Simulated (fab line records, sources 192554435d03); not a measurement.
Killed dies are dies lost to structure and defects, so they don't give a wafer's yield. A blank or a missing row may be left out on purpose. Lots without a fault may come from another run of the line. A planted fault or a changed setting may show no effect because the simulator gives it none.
Chamber matching | flow n5_finfet | N5_DUMMY_GATE_ETCH_23 on rie_si-04: 4 sister chambers
The step etches poly-Si in HBr/Cl2/O2, target depth 41 nm, time 22.3 s. 4 wafers are shown with their chamber, then 7 later ones without.

WAFERS WITH THEIR CHAMBER
wafer  | chamber | throttle_valve_pct (%)
L089.1 | 2       | 36.64
L089.4 | 1       | 37.06
L090.2 | 0       | 37.41
L090.3 | 3       | 36.53

WAFERS WITHOUT THEIR CHAMBER
wafer  | throttle_valve_pct (%)
L090.4 | 36.64
L091.3 | 36.53
L091.5 | 37.03
L091.6 | 36.65
L093.1 | 37.03
L093.4 | 36.50
L093.5 | 37.04

WHICH CHAMBER EACH WENT THROUGH
wafer  | from the rows above | in truth
L090.4 | 2                   | 2
L091.3 | 3                   | 3
L091.5 | 1                   | 1
L091.6 | 2                   | 2
L093.1 | 1                   | 1
L093.4 | 3                   | 3
L093.5 | 1                   | 1
Placed correctly: 7 of 7. Can't be placed from these rows: 0. Placed wrongly: 0.
How it was worked out, from the rows above alone: a wafer's distance from a chamber is the root of the sum, over the readings, of the square of ((its reading less the chamber's mean) divided by the reading's scatter). The wafer belongs to the nearest chamber; if the next one is less than 2 further off, it can't be placed. A chamber's mean is the mean of its shown wafers. The scatter: with one shown wafer a chamber, the root of the mean of the squares of how far each hidden wafer lies from its nearest shown one.
